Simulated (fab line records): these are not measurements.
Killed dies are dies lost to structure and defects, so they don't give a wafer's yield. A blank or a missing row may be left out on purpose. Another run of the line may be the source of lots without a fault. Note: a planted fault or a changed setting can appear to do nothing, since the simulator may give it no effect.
Which of the tools did it? | flow nand harc | 11 lots, 33 wafers sampled, at 6 steps of a route of 1159

WHAT THE GAUGES SHOWED, per wafer
NHARC_P_ZERO_WELL_CD_MEAS_24: target cd 720 nm. Usual: cd nm at 720.2 nm, with a standard deviation of 2.6.
lot  | measured    | on        | cd nm (nm)        | flag
L862 | day 1 14:24 | cd sem-02 | 727.3 724.0 720.5 |
L864 | day 2 02:28 | cd sem-03 | 716.6 721.1 719.4 |
L865 | day 2 08:37 | cd sem-03 | 719.3 720.4 719.7 |
L866 | day 2 14:20 | cd sem-03 | 720.2 718.6 716.6 |
L867 | day 2 20:28 | cd sem-02 | - - -             | OFF
L875 | day 4 20:28 | cd sem-03 | 716.1 717.5 721.2 |
L876 | day 5 02:36 | cd sem-01 | 719.5 722.2 721.4 |
L877 | day 5 08:28 | cd sem-01 | 719.9 718.3 720.9 |
L882 | day 6 14:39 | cd sem-01 | 720.9 720.5 720.7 |
L883 | day 6 20:35 | cd sem-01 | 719.9 717.5 724.1 |
L884 | day 7 02:28 | cd sem-01 | 718.9 716.4 720.2 |

NHARC_END_SORT_01. Usual: killed at array 26, standard deviation 9.1; killed at other 0.7, standard deviation 0.9; killed at periphery 3.6, standard deviation 2.8; killed dies 30, standard deviation 9.2; killed open 3.0, standard deviation 1.9; killed short 2.0, standard deviation 1.4.
lot  | measured     | on        | killed at array | killed at other | killed at periphery | killed dies | killed open | killed short | flag
L867 | day 20 07:07 | prober-02 | 14 19 12        | 0 1 0           | 663 657 665         | 677 677 677 | 3 5 2       | 2 3 0        | OFF
L875 | day 22 08:23 | prober-02 | 24 32 30        | 0 0 0           | 5 4 0               | 29 36 30    | 7 5 6       | 3 2 1        |
L876 | day 22 08:22 | prober-01 | 32 33 31        | 1 0 1           | 1 2 3               | 34 35 35    | 1 2 1       | 3 1 2        |

TOOL THAT RAN EACH LOT (tool first, then ch and the chambers of the sampled wafers, then the start)
lot  | NHARC_P_ZERO_WELL_DESCUM_13       | NHARC_P_ZERO_WELL_ETCH_62                    | NHARC_P_ZERO_WELL_EXPOSE_21      | NHARC_P_ZERO_WELL_RTA_42
L862 | rie diel-13 ch 0,1,2, day 1 13:16 | rie diel-13 ch 0,1,2, day 1 14:13 or earlier | krf scanner-01 ch 0, day 1 14:13 | rtp anneal-02 ch 0, day 1 18:43
L864 | rie diel-12 ch 1,2, day 2 01:17   | rie diel-13 ch 0,3, day 2 01:27              | krf scanner-02 ch 0, day 2 02:19 | rtp anneal-02 ch 0, day 2 06:53
L865 | rie diel-13 ch 0,1,3, day 2 07:23 | rie diel-13 ch 0,1,2, day 2 08:26 or earlier | krf scanner-04 ch 0, day 2 08:26 | rtp anneal-02 ch 0, day 2 12:49
L866 | rie diel-09 ch 0,1, day 2 13:16   | rie diel-09 ch 2,3, day 2 14:11 or earlier   | krf scanner-04 ch 0, day 2 14:11 | rtp anneal-01 ch 0, day 2 18:40
L867 | rie diel-13 ch 1,2, day 2 19:24   | rie diel-13 ch 1,2, day 2 20:19 or earlier   | krf scanner-04 ch 0, day 2 20:19 | rtp anneal-02 ch 0, day 3 00:54
L875 | rie diel-12 ch 0,1,3, day 4 19:17 | rie diel-12 ch 0,2, day 4 20:18 or earlier   | krf scanner-01 ch 0, day 4 20:18 | rtp anneal-01 ch 0, day 5 00:49
L876 | rie diel-13 ch 0,3, day 5 01:25   | rie diel-13 ch 2,3, day 5 02:26 or earlier   | krf scanner-04 ch 0, day 5 02:26 | rtp anneal-01 ch 0, day 5 06:46
L877 | rie diel-12 ch 0,2, day 5 07:17   | rie diel-12 ch 2,3, day 5 08:18 or earlier   | krf scanner-01 ch 0, day 5 08:18 | rtp anneal-01 ch 0, day 5 14:53
L882 | rie diel-12 ch 0,2, day 6 13:26   | rie diel-12 ch 0,2, day 6 14:29 or earlier   | krf scanner-02 ch 0, day 6 14:29 | rtp anneal-02 ch 0, day 6 19:10
L883 | rie diel-09 ch 0,2,3, day 6 19:24 | rie diel-09 ch 0,1,2, day 6 20:26 or earlier | krf scanner-01 ch 0, day 6 20:26 | rtp anneal-01 ch 0, day 7 01:06
L884 | rie diel-13 ch 0,1,3, day 7 01:17 | rie diel-13 ch 1,3, day 7 02:19 or earlier   | krf scanner-04 ch 0, day 7 02:19 | rtp anneal-01 ch 0, day 7 06:46
- NHARC_P_ZERO_WELL_DESCUM_13: chemistry O2, time 3 s.
- NHARC_P_ZERO_WELL_ETCH_62: etches the open film in CHF3/Ar, target depth 13 nm, time 6.5 s.
- NHARC_P_ZERO_WELL_EXPOSE_21: exposes mask P NWELL, target cd 720 nm.
- NHARC_P_ZERO_WELL_RTA_42: time 300 s.

WHAT THE TOOLS THEMSELVES READ (means of the sampled wafers that have a number; where no wafer has one, the mark that the record gives instead)
NHARC_P_ZERO_WELL_DESCUM_13. Usual: drypump motor current A 5.77 A, standard deviation 0.27; o2 flow sccm 200.0 sccm, standard deviation 0.56; oes product au 1.002 a.u., standard deviation 0.013; rf vpp V 58.0 V, standard deviation 0.93; showerhead plenum p Torr 1.94 Torr, standard deviation 0.074; throttle valve pct 11.311 %, standard deviation 0.0092.
lot  | tool        | drypump motor current A (A) | o2 flow sccm (sccm) | oes product au (a.u.) | rf vpp V (V) | showerhead plenum p Torr (Torr) | throttle valve pct (%) | flag
L862 | rie diel-13 | 5.63                        | 199.8               | 1.005                 | 57.5         | 1.95                            | 11.305                 |
L864 | rie diel-12 | 6.18                        | 200.0               | 0.999                 | 57.5         | 1.88                            | 11.316                 |
L865 | rie diel-13 | 5.82                        | 200.0               | 0.988                 | 57.7         | 1.92                            | 11.321                 |
L866 | rie diel-09 | 5.58                        | 200.2               | 1.003                 | 57.3         | 1.87                            | 11.313                 |
L867 | rie diel-13 | 5.46                        | 200.3               | 1.008                 | 58.0         | 1.96                            | 11.312                 |
L875 | rie diel-12 | 5.79                        | 200.5               | 1.011                 | 57.7         | 1.96                            | 11.308                 |
L876 | rie diel-13 | 5.97                        | 199.7               | 0.991                 | 58.1         | 1.92                            | 11.313                 |
L877 | rie diel-12 | 5.98                        | 199.6               | 0.995                 | 58.9         | 1.96                            | 11.312                 |
L882 | rie diel-12 | 5.74                        | 200.0               | 0.992                 | 57.8         | 2.02                            | 11.316                 |
L883 | rie diel-09 | 5.80                        | 200.0               | 0.994                 | 58.0         | 1.92                            | 11.311                 |
L884 | rie diel-13 | 5.83                        | 200.3               | 0.993                 | 58.5         | 1.92                            | 11.311                 |

NHARC_P_ZERO_WELL_ETCH_62. Usual: drypump motor current A 5.78 A, standard deviation 0.27; oes product au 0.968 a.u., standard deviation 0.017; rf vpp V 371.3 V, standard deviation 2.1; showerhead plenum p Torr 2.37 Torr, standard deviation 0.085; throttle valve pct 20.217 %, standard deviation 0.0091.
lot  | tool        | drypump motor current A (A) | oes product au (a.u.) | rf vpp V (V) | showerhead plenum p Torr (Torr) | throttle valve pct (%) | flag
L862 | rie diel-13 | 5.62                        | 0.962                 | 371.3        | 2.39                            | 20.212                 |
L864 | rie diel-13 | 5.96                        | 0.983                 | 370.1        | 2.35                            | 20.223                 |
L865 | rie diel-13 | 5.60                        | 0.962                 | 371.4        | 2.39                            | 20.210                 |
L866 | rie diel-09 | 5.92                        | 0.965                 | 371.7        | 2.41                            | 20.223                 |
L867 | rie diel-13 | 5.46                        | 0.978                 | 372.6        | 2.40                            | 20.215                 |
L875 | rie diel-12 | 5.75                        | 0.966                 | 373.7        | 2.47                            | 20.222                 |
L876 | rie diel-13 | 5.60                        | 0.976                 | 371.9        | 2.40                            | 20.211                 |
L877 | rie diel-12 | 5.78                        | 0.976                 | 372.2        | 2.41                            | 20.225                 |
L882 | rie diel-12 | 5.76                        | 0.924                 | 373.8        | 2.46                            | 20.204                 |
L883 | rie diel-09 | 5.77                        | 0.965                 | 371.2        | 2.37                            | 20.228                 |
L884 | rie diel-13 | 5.74                        | 0.967                 | 369.9        | 2.32                            | 20.214                 |

NHARC_P_ZERO_WELL_EXPOSE_21. Usual: exposure dose mJ cm2 at 22.309, with a standard deviation of 0.021.
lot  | tool           | exposure dose mJ cm2 | flag
L862 | krf scanner-01 | 22.310               |
L864 | krf scanner-02 | 22.323               |
L865 | krf scanner-04 | 22.321               |
L866 | krf scanner-04 | 22.303               |
L867 | krf scanner-04 | 22.307               |
L875 | krf scanner-01 | 22.301               |
L876 | krf scanner-04 | 22.297               |
L877 | krf scanner-01 | 22.306               |
L882 | krf scanner-02 | 22.309               |
L883 | krf scanner-01 | 22.334               |
L884 | krf scanner-04 | 22.336               |

NHARC_P_ZERO_WELL_RTA_42. Usual: lamp power pct 37.8 %, standard deviation 2.1; lamp_zone_7_pct 38.1 %, standard deviation 2.1; wafer_temp_C_max 1104.0, standard deviation 0.87.
lot  | tool          | lamp power pct (%) | lamp_zone_7_pct (%) | wafer_temp_C_max | flag
L862 | rtp anneal-02 | 35.4               | 35.8                | 1104.3           |
L864 | rtp anneal-02 | 35.5               | 35.8                | 1103.9           |
L865 | rtp anneal-02 | 35.4               | 35.7                | 1104.3           |
L866 | rtp anneal-01 | 39.7               | 40.1                | 1103.5           |
L867 | rtp anneal-02 | 35.4               | 35.8                | 1103.9           |
L875 | rtp anneal-01 | 39.8               | 40.1                | 1103.3           |
L876 | rtp anneal-01 | 39.7               | 40.1                | 1104.8           |
L877 | rtp anneal-01 | 39.6               | 40.1                | 1103.7           |
L882 | rtp anneal-02 | 35.5               | 35.8                | 1103.3           |
L883 | rtp anneal-01 | 39.8               | 40.1                | 1104.3           |
L884 | rtp anneal-01 | 39.8               | 40.1                | 1103.8           |

THE ANSWER, worked out from the rows above alone
Rule: lot off if the mean of its wafers having a number is beyond 3 standard deviations from the usual mean. A lot without any number at a reading at which 4 lots or more have one is off too. Where the step has rows for the other lots, those lots are counted as sound. After the gauges, taken in route order, come the tools' own readings; for these a lot's mean is taken, as printed above. The first step at which some lot is off is used, and at that step the reading that is off furthest; a lot without a number counts as furthest.
Off, at NHARC_P_ZERO_WELL_CD_MEAS_24 on cd nm: L867. Without a number there: L867.
A tool fits if, at a process step before that reading, it ran every lot that is off, and no sound lot after the first of them. The gauges at NHARC_P_ZERO_WELL_CD_MEAS_24 aren't tried: what is off there is off at NHARC_END_SORT_01 too, on other tools, and a gauge's error can't cause that. With no start given for some of its lots, NHARC_P_ZERO_WELL_ETCH_62 uses the hours and lot order of NHARC_P_ZERO_WELL_EXPOSE_21. No candidate that was tried fits.

WHAT THE SIMULATOR HAD PUT IN
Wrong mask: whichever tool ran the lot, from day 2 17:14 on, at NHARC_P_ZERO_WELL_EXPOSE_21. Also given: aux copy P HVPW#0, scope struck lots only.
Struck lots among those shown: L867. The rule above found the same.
